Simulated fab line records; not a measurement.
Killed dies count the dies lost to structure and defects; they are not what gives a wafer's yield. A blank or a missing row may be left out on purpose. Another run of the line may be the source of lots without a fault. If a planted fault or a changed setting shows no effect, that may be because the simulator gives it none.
Which of the tools did it?	flow nand_harc	Sampling: 20 lots, 60 wafers, 6 of 1302 route steps

== WHAT THE GAUGES SHOWED, per wafer ==
The record lacks any reading of a measuring or inspecting step that a usual standard deviation could be used to judge.

== WHICH TOOL RAN EACH LOT (tool, then ch and the chambers of the sampled wafers, then the start) ==
lot	NHARC_A_STAIRCASE_DESCUM_11	NHARC_A_STAIRCASE_ETCH_23	NHARC_A_STAIRCASE_ETCH_203	NHARC_A_STAIRCASE_ETCH_236	NHARC_A_STAIRCASE_DESCUM_270	NHARC_A_STAIRCASE_STRIP_274
L074	rie_diel-10 ch 0,3, day 15 20:07	rie_diel-07 ch 1,3, day 16 13:50 or earlier	rie_diel-07 ch 1,2,3, day 16 13:50 or earlier	rie_diel-11 ch 1,3, day 16 13:50 or earlier	rie_diel-10 ch 0,1,3, day 16 13:50	rie_diel-10 ch 0,1, no start
L076	rie_diel-10 ch 2,3, day 16 00:53	rie_diel-10 ch 0,2, day 16 17:53 or earlier	rie_diel-07 ch 0,1,2, day 16 17:53 or earlier	rie_diel-10 ch 2,3, day 16 17:53 or earlier	rie_diel-10 ch 1,2,3, day 16 17:53	rie_diel-10 ch 0,1, no start
L077	rie_diel-07 ch 0,1, day 17 06:54	rie_diel-10 ch 1,2, day 18 03:39 or earlier	rie_diel-11 ch 1,3, day 18 03:39 or earlier	rie_diel-07 ch 1,2,3, day 18 03:39 or earlier	rie_diel-07 ch 0,1,2, day 18 03:39	rie_diel-07 ch 0,1,2, no start
L079	rie_diel-10 ch 2,3, day 17 11:46	rie_diel-10 ch 0,1,3, day 18 07:10 or earlier	rie_diel-10 ch 1,2, day 18 07:10 or earlier	rie_diel-11 ch 2,3, day 18 07:10 or earlier	rie_diel-07 ch 0,1,3, day 18 07:10	rie_diel-07 ch 1,2,3, no start
L080	rie_diel-11 ch 2,3, day 18 07:49	rie_diel-11 ch 0,2, day 19 01:11 or earlier	rie_diel-10 ch 0,3, day 19 01:11 or earlier	rie_diel-11 ch 0,2, day 19 01:11 or earlier	rie_diel-11 ch 1,2,3, day 19 01:11	rie_diel-10 ch 1,2, day 19 03:29
L081	rie_diel-07 ch 0,2,3, day 18 22:18	rie_diel-07 ch 1,2,3, day 19 17:47 or earlier	rie_diel-07 ch 0,1,2, day 19 17:47 or earlier	rie_diel-07 ch 0,1, day 19 17:47 or earlier	rie_diel-11 ch 1,2, day 19 17:47	rie_diel-11 ch 0,1,3, no start
L082	rie_diel-11 ch 0,2,3, day 19 00:46	rie_diel-07 ch 0,1,2, day 19 17:09 or earlier	rie_diel-10 ch 0,2, day 19 17:09 or earlier	rie_diel-10 ch 0,1,3, day 19 17:09 or earlier	rie_diel-07 ch 0,3, day 19 17:09	rie_diel-07 ch 1,2,3, no start
L084	rie_diel-07 ch 1,2,3, day 19 12:55	rie_diel-10 ch 0,1,3, day 20 05:41 or earlier	rie_diel-10 ch 1,2,3, day 20 05:41 or earlier	rie_diel-10 ch 0,1, day 20 05:41 or earlier	rie_diel-11 ch 1,2,3, day 20 05:41	rie_diel-11 ch 1,2,3, no start
L083	rie_diel-11 ch 0,1,2, day 19 13:03	rie_diel-07 ch 0,1,2, day 20 06:22 or earlier	rie_diel-11 ch 0,2,3, day 20 06:22 or earlier	rie_diel-11 ch 0,1,2, day 20 06:22 or earlier	rie_diel-10 ch 0,1,3, day 20 06:22	rie_diel-10 ch 0,2,3, no start
L085	rie_diel-11 ch 0,2,3, day 20 01:03	rie_diel-07 ch 0,2, day 20 22:08 or earlier	rie_diel-07 ch 1,2, day 20 22:08 or earlier	rie_diel-07 ch 1,2,3, day 20 22:08 or earlier	rie_diel-10 ch 1,2,3, day 20 22:08	rie_diel-10 ch 2,3, no start
L088	rie_diel-10 ch 1,3, day 21 12:42	rie_diel-10 ch 0,2, day 22 03:47 or earlier	rie_diel-11 ch 1,2, day 22 03:47 or earlier	rie_diel-11 ch 0,1,2, day 22 03:47 or earlier	rie_diel-11 ch 0,2,3, day 22 03:47	rie_diel-11 ch 1,2,3, no start
L089	rie_diel-10 ch 0,1,2, day 21 20:52	rie_diel-11 ch 1,2,3, day 22 12:28 or earlier	rie_diel-07 ch 1,2,3, day 22 12:28 or earlier	rie_diel-10 ch 1,2,3, day 22 12:28 or earlier	rie_diel-10 ch 0,1,3, day 22 12:28	rie_diel-10 ch 0,1,2, no start
L090	rie_diel-10 ch 1,2, day 22 10:42	rie_diel-11 ch 0,1, day 23 06:26 or earlier	rie_diel-07 ch 2,3, day 23 06:26 or earlier	rie_diel-11 ch 1,2, day 23 06:26 or earlier	rie_diel-11 ch 1,2, day 23 06:26	rie_diel-11 ch 0,1,2, no start
L091	rie_diel-07 ch 1,2,3, day 22 23:17	rie_diel-10 ch 0,1, day 23 17:01 or earlier	rie_diel-11 ch 2,3, day 23 17:01 or earlier	rie_diel-07 ch 1,3, day 23 17:01 or earlier	rie_diel-11 ch 0,1,3, day 23 17:01	rie_diel-11 ch 0,1, no start
L093	rie_diel-07 ch 1,2, day 23 05:05	rie_diel-11 ch 0,2,3, day 24 00:22 or earlier	rie_diel-10 ch 0,1,2, day 24 00:22 or earlier	rie_diel-07 ch 0,1,2, day 24 00:22 or earlier	rie_diel-10 ch 0,3, day 24 00:22	rie_diel-10 ch 0,3, no start
L092	rie_diel-10 ch 0,1,3, day 23 05:15	rie_diel-10 ch 0,1,2, day 23 22:26 or earlier	rie_diel-07 ch 0,2, day 23 22:26 or earlier	rie_diel-10 ch 2,3, day 23 22:26 or earlier	rie_diel-11 ch 0,1,3, day 23 22:26	rie_diel-11 ch 0,1,3, no start
L094	rie_diel-10 ch 1,2,3, day 23 15:00	rie_diel-10 ch 1,2, day 24 09:14 or earlier	rie_diel-11 ch 1,3, day 24 09:14 or earlier	rie_diel-07 ch 0,1,2, day 24 09:14 or earlier	rie_diel-10 ch 0,2, day 24 09:14	rie_diel-10 ch 1,2, no start
L095	rie_diel-11 ch 0,2,3, day 24 09:54	rie_diel-11 ch 1,3, day 25 01:32 or earlier	rie_diel-10 ch 1,3, day 25 01:32 or earlier	rie_diel-11 ch 1,3, day 25 01:32 or earlier	rie_diel-07 ch 0,2,3, day 25 01:32	rie_diel-07 ch 0,1,3, no start
L096	rie_diel-10 ch 0,3, day 24 16:59	rie_diel-11 ch 0,1,2, day 25 10:28 or earlier	rie_diel-07 ch 0,1,2, day 25 10:28 or earlier	rie_diel-11 ch 0,2,3, day 25 10:28 or earlier	rie_diel-07 ch 2,3, day 25 10:28	rie_diel-07 ch 0,1,3, no start
L097	rie_diel-10 ch 1,2,3, day 24 23:56	rie_diel-10 ch 1,2, day 25 15:46 or earlier	rie_diel-07 ch 0,2, day 25 15:46 or earlier	rie_diel-10 ch 0,1,3, day 25 15:46 or earlier	rie_diel-11 ch 0,1,3, day 25 15:46	rie_diel-11 ch 0,1,3, no start
- NHARC_A_STAIRCASE_DESCUM_11: chemistry O2, time 3 s.
- NHARC_A_STAIRCASE_ETCH_23: etches the open film in C4F8/O2, target depth 100 nm, time 40.5 s.
- NHARC_A_STAIRCASE_ETCH_203: etches the open film in C4F8/O2, target depth 100 nm, time 40.5 s.
- NHARC_A_STAIRCASE_ETCH_236: etches the open film in C4F8/O2, target depth 100 nm, time 40.5 s.
- NHARC_A_STAIRCASE_DESCUM_270: chemistry O2, time 3 s.
- NHARC_A_STAIRCASE_STRIP_274: strips in O2.

== AS READ BY THE TOOLS THEMSELVES (means over the sampled wafers that have a number; for cases with no such wafer, the mark the record gives instead) ==
NHARC_A_STAIRCASE_DESCUM_11. Usual: value, then standard deviation, for each; chamber_pressure_mTorr 60.00 mTorr / 0.055; drypump_motor_current_A 5.9 A / 0.41; o2_flow_sccm 200.0 sccm / 0.64; oes_product_au 1.004 a.u. / 0.011; rf_vpp_V 57.8 V / 0.89; showerhead_plenum_p_Torr 1.91 Torr / 0.078; throttle_valve_pct 11.311 % / 0.0098.
lot	tool	chamber_pressure_mTorr (mTorr)	drypump_motor_current_A (A)	o2_flow_sccm (sccm)	oes_product_au (a.u.)	rf_vpp_V (V)	showerhead_plenum_p_Torr (Torr)	throttle_valve_pct (%)	flag
L074	rie_diel-10	60.00	6.2	199.4	0.997	56.9	1.93	11.307	
L076	rie_diel-10	60.00	5.7	199.7	1.010	57.2	1.83	11.315	
L077	rie_diel-07	60.00	5.9	199.7	0.985	56.5	1.90	11.310	
L079	rie_diel-10	59.96	5.7	200.5	1.007	58.1	1.83	11.316	
L080	rie_diel-11	60.01	5.8	199.5	1.006	57.9	1.88	11.313	
L081	rie_diel-07	60.03	5.7	199.8	1.006	56.4	1.85	11.311	
L082	rie_diel-11	59.99	5.7	200.0	1.005	57.8	1.94	11.313	
L084	rie_diel-07	60.01	6.0	199.6	1.001	57.5	1.86	11.299	
L083	rie_diel-11	59.99	5.7	200.5	1.013	58.5	1.94	11.303	
L085	rie_diel-11	60.02	5.7	199.7	1.002	58.1	1.94	11.312	
L088	rie_diel-10	59.96	6.1	199.7	1.005	57.6	1.90	11.307	
L089	rie_diel-10	60.03	5.9	200.3	1.014	58.1	1.93	11.319	
L090	rie_diel-10	60.06	5.9	200.4	0.998	57.3	1.92	11.308	
L091	rie_diel-07	60.02	6.0	199.3	0.989	57.3	1.85	11.306	
L093	rie_diel-07	59.96	5.9	200.9	1.008	58.7	1.82	11.313	
L092	rie_diel-10	59.94	6.2	199.9	1.016	58.1	1.89	11.322	
L094	rie_diel-10	59.97	5.9	200.3	1.014	58.1	1.95	11.320	
L095	rie_diel-11	60.00	5.7	200.1	0.999	58.0	1.93	11.314	
L096	rie_diel-10	60.04	6.2	200.4	1.013	57.2	1.89	11.304	
L097	rie_diel-10	59.97	5.9	199.8	1.010	57.4	1.94	11.308	

NHARC_A_STAIRCASE_ETCH_23. Usual: chamber_pressure_mTorr 24.999 mTorr, standard deviation 0.024; oes_product_au 0.951 a.u., standard deviation 0.012; rf_vpp_V 896 V, standard deviation 5.
lot	tool	chamber_pressure_mTorr (mTorr)	oes_product_au (a.u.)	rf_vpp_V (V)	flag
L074	rie_diel-07	25.007	0.933	894	
L076	rie_diel-10	25.008	0.952	893	
L077	rie_diel-10	24.995	0.957	891	
L079	rie_diel-10	24.977	0.937	894	
L080	rie_diel-11	24.984	0.953	898	
L081	rie_diel-07	25.002	0.943	893	
L082	rie_diel-07	25.006	0.926	892	
L084	rie_diel-10	25.004	0.958	894	
L083	rie_diel-07	25.008	0.949	893	
L085	rie_diel-07	24.991	0.943	891	
L088	rie_diel-10	24.998	0.958	901	
L089	rie_diel-11	25.010	0.959	896	
L090	rie_diel-11	24.992	0.939	901	
L091	rie_diel-10	25.016	0.959	894	
L093	rie_diel-11	24.990	0.946	898	
L092	rie_diel-10	25.001	0.956	898	
L094	rie_diel-10	25.008	0.948	901	
L095	rie_diel-11	25.006	0.957	897	
L096	rie_diel-11	25.000	0.950	896	
L097	rie_diel-10	24.981	0.949	896	

NHARC_A_STAIRCASE_ETCH_203. Usual: chamber_pressure_mTorr 25.001 mTorr, standard deviation 0.023; oes_product_au 0.946 a.u., standard deviation 0.011; rf_vpp_V 895 V, standard deviation 4.9.
lot	tool	chamber_pressure_mTorr (mTorr)	oes_product_au (a.u.)	rf_vpp_V (V)	flag
L074	rie_diel-07	24.998	0.950	893	
L076	rie_diel-07	25.000	0.936	893	
L077	rie_diel-11	25.016	0.949	900	
L079	rie_diel-10	25.003	0.948	889	
L080	rie_diel-10	24.979	0.943	895	
L081	rie_diel-07	25.016	0.938	894	
L082	rie_diel-10	25.008	0.958	902	
L084	rie_diel-10	24.997	0.955	898	
L083	rie_diel-11	24.990	0.954	898	
L085	rie_diel-07	24.992	0.933	891	
L088	rie_diel-11	25.003	0.949	893	
L089	rie_diel-07	25.015	0.939	893	
L090	rie_diel-07	24.966	0.935	889	
L091	rie_diel-11	24.980	0.960	893	
L093	rie_diel-10	24.987	0.950	897	
L092	rie_diel-07	25.029	0.945	891	
L094	rie_diel-11	24.976	0.950	898	
L095	rie_diel-10	24.998	0.947	893	
L096	rie_diel-07	25.002	0.958	891	
L097	rie_diel-07	25.014	0.940	890	

NHARC_A_STAIRCASE_ETCH_236. Usual: chamber_pressure_mTorr 25.002 mTorr, standard deviation 0.023; oes_product_au 0.948 a.u., standard deviation 0.01; rf_vpp_V 895 V, standard deviation 4.8.
lot	tool	chamber_pressure_mTorr (mTorr)	oes_product_au (a.u.)	rf_vpp_V (V)	flag
L074	rie_diel-11	25.007	0.943	899	
L076	rie_diel-10	25.019	0.951	891	
L077	rie_diel-07	24.988	0.937	892	
L079	rie_diel-11	25.008	0.958	894	
L080	rie_diel-11	24.978	0.956	895	
L081	rie_diel-07	24.984	0.944	895	
L082	rie_diel-10	25.003	0.942	895	
L084	rie_diel-10	24.981	0.945	893	
L083	rie_diel-11	25.005	0.951	897	
L085	rie_diel-07	25.017	0.953	892	
L088	rie_diel-11	25.016	0.950	897	
L089	rie_diel-10	25.004	0.949	899	
L090	rie_diel-11	24.991	0.959	895	
L091	rie_diel-07	25.016	0.949	894	
L093	rie_diel-07	25.016	0.938	892	
L092	rie_diel-10	24.989	0.958	900	
L094	rie_diel-07	24.997	0.940	891	
L095	rie_diel-11	25.006	0.953	898	
L096	rie_diel-11	25.008	0.954	897	
L097	rie_diel-10	25.022	0.947	894	

NHARC_A_STAIRCASE_DESCUM_270. Usual: value, then standard deviation, for each; chamber_pressure_mTorr 60.01 mTorr / 0.058; drypump_motor_current_A 5.9 A / 0.43; o2_flow_sccm 200.0 sccm / 0.65; oes_product_au 1.003 a.u. / 0.011; rf_vpp_V 57.7 V / 0.84; showerhead_plenum_p_Torr 1.90 Torr / 0.077; throttle_valve_pct 11.312 % / 0.0093.
lot	tool	chamber_pressure_mTorr (mTorr)	drypump_motor_current_A (A)	o2_flow_sccm (sccm)	oes_product_au (a.u.)	rf_vpp_V (V)	showerhead_plenum_p_Torr (Torr)	throttle_valve_pct (%)	flag
L074	rie_diel-10	60.03	6.2	199.6	1.006	57.0	1.90	11.306	
L076	rie_diel-10	60.09	5.9	200.4	1.006	57.3	1.86	11.298	
L077	rie_diel-07	60.02	5.7	200.2	1.004	58.1	1.86	11.312	
L079	rie_diel-07	59.99	5.8	200.3	1.003	57.1	1.89	11.319	
L080	rie_diel-11	59.94	6.1	200.4	1.008	58.4	1.92	11.311	
L081	rie_diel-11	60.02	5.8	199.8	1.007	57.7	1.87	11.309	
L082	rie_diel-07	60.01	5.7	199.6	1.005	57.7	1.88	11.304	
L084	rie_diel-11	60.07	6.1	200.3	1.007	57.3	1.91	11.315	
L083	rie_diel-10	60.02	6.2	199.8	1.000	57.0	1.89	11.308	
L085	rie_diel-10	60.02	5.9	200.1	1.005	57.1	1.95	11.309	
L088	rie_diel-11	59.98	5.7	199.9	1.000	57.2	1.94	11.308	
L089	rie_diel-10	60.04	6.2	199.6	1.008	58.1	1.89	11.312	
L090	rie_diel-11	60.03	6.1	200.7	1.008	57.4	1.90	11.309	
L091	rie_diel-11	60.02	6.0	199.6	1.004	58.5	1.97	11.309	
L093	rie_diel-10	59.98	6.2	200.4	1.008	58.0	1.91	11.318	
L092	rie_diel-11	59.96	6.0	199.4	1.013	57.5	1.97	11.308	
L094	rie_diel-10	60.06	5.8	199.8	1.018	57.9	2.00	11.306	
L095	rie_diel-07	59.98	5.7	200.2	0.991	58.0	1.83	11.314	
L096	rie_diel-07	59.99	5.9	200.0	0.991	57.6	1.83	11.314	
L097	rie_diel-11	60.02	6.0	200.3	1.009	58.3	1.97	11.307	

NHARC_A_STAIRCASE_STRIP_274. Usual: value, then standard deviation, for each; chamber_pressure_mTorr 60.00 mTorr / 0.053; drypump_motor_current_A 5.9 A / 0.42; o2_flow_sccm 500.0 sccm / 1.4; oes_product_au 1.004 a.u. / 0.01; rf_vpp_V 57.8 V / 0.89; showerhead_plenum_p_Torr 3.51 Torr / 0.13; throttle_valve_pct 17.037 % / 0.0084.
lot	tool	chamber_pressure_mTorr (mTorr)	drypump_motor_current_A (A)	o2_flow_sccm (sccm)	oes_product_au (a.u.)	rf_vpp_V (V)	showerhead_plenum_p_Torr (Torr)	throttle_valve_pct (%)	flag
L074	rie_diel-10	59.95	6.2	501.5	1.002	58.1	3.46	17.040	
L076	rie_diel-10	60.05	6.2	500.7	0.995	57.7	3.46	17.034	
L077	rie_diel-07	59.95	5.7	500.3	1.002	58.4	3.44	17.040	
L079	rie_diel-07	59.97	6.0	499.1	0.999	57.3	3.44	17.034	
L080	rie_diel-10	59.97	5.7	500.8	1.003	57.9	3.69	17.043	
L081	rie_diel-11	59.99	6.0	500.6	1.011	58.3	3.65	17.029	
L082	rie_diel-07	60.00	6.0	499.6	0.989	56.9	3.43	17.042	
L084	rie_diel-11	60.03	6.1	499.8	1.007	58.6	3.53	17.049	
L083	rie_diel-10	59.96	6.0	500.6	1.012	58.1	3.61	17.028	
L085	rie_diel-10	59.97	5.7	500.9	1.018	58.1	3.72	17.035	
L088	rie_diel-11	60.02	6.1	499.6	1.004	57.7	3.52	17.038	
L089	rie_diel-10	59.97	6.0	500.2	1.011	57.2	3.56	17.033	
L090	rie_diel-11	60.00	5.7	500.8	1.015	57.7	3.55	17.034	
L091	rie_diel-11	60.04	5.7	499.3	1.013	58.3	3.67	17.033	
L093	rie_diel-10	60.03	6.2	500.6	1.011	57.6	3.52	17.032	
L092	rie_diel-11	60.03	6.0	501.9	1.013	58.3	3.63	17.037	
L094	rie_diel-10	59.99	5.9	499.7	1.001	57.3	3.53	17.042	
L095	rie_diel-07	59.99	5.8	500.0	0.994	57.6	3.46	17.037	
L096	rie_diel-07	59.99	5.8	500.7	0.995	57.2	3.46	17.042	
L097	rie_diel-11	60.00	6.0	499.4	1.012	57.6	3.62	17.040	

== THE ANSWER, worked out from the rows above alone ==
Rule: lot off if the mean of its wafers having a number is beyond 3 standard deviations from the usual mean. A lot without any number at a reading at which 4 lots or more have one is off too. All remaining lots with rows at the step are treated as sound. Order of review: gauges by route order, followed by the tools' own readings, for which a lot's mean as printed above is used. The first step at which some lot is off is used, and at that step the reading that is off furthest; a lot without a number counts as furthest.
Across all readings shown, no lot is off: no conclusion can be drawn from this.

== WHAT THE SIMULATOR PUT IN ==
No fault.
